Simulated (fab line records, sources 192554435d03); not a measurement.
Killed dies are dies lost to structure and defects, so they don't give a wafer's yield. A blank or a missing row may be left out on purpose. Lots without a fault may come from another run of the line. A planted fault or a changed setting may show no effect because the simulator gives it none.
Chamber matching | flow n5_finfet | N5_SDB_ETCH_17 on rie_diel-04: 4 sister chambers
The step etches SiARC in CF4, target depth 23.4 nm, time 39 s. 8 wafers are shown with their chamber, then 7 later ones without.

WAFERS WITH THEIR CHAMBER
wafer  | chamber | throttle_valve_pct (%) | oes_product_au (a.u.)
L080.5 | 3       | 15.66                  | 0.60
L085.5 | 3       | 15.68                  | 0.58
L087.1 | 1       | 15.19                  | 0.75
L092.2 | 2       | 15.72                  | 0.70
L092.4 | 0       | 15.50                  | 0.74
L092.5 | 1       | 15.20                  | 0.74
L094.1 | 0       | 15.50                  | 0.74
L094.3 | 2       | 15.74                  | 0.69

WAFERS WITHOUT THEIR CHAMBER
wafer  | throttle_valve_pct (%) | oes_product_au (a.u.)
L094.4 | 15.21                  | 0.81
L095.2 | 15.22                  | 0.72
L095.4 | 15.20                  | 0.80
L095.5 | 15.21                  | 0.72
L096.1 | 15.51                  | 0.72
L096.3 | 15.75                  | 0.68
L096.6 | 15.51                  | 0.73

WHICH CHAMBER EACH WENT THROUGH
wafer  | from the rows above | in truth
L094.4 | 1                   | 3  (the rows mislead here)
L095.2 | 1                   | 1
L095.4 | 1                   | 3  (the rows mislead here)
L095.5 | 1                   | 1
L096.1 | 0                   | 0
L096.3 | 2                   | 2
L096.6 | 0                   | 0
Placed correctly: 5 of 7. Can't be placed from these rows: 0. Placed wrongly: 2.
How it was worked out, from the rows above alone: a wafer's distance from a chamber is the root of the sum, over the readings, of the square of ((its reading less the chamber's mean) divided by the reading's scatter). The wafer belongs to the nearest chamber; if the next one is less than 2 further off, it can't be placed. A chamber's mean is the mean of its shown wafers. The scatter: the root of (the sum of the squares of (reading less its chamber's mean) over the shown wafers, divided by (wafers less chambers)).
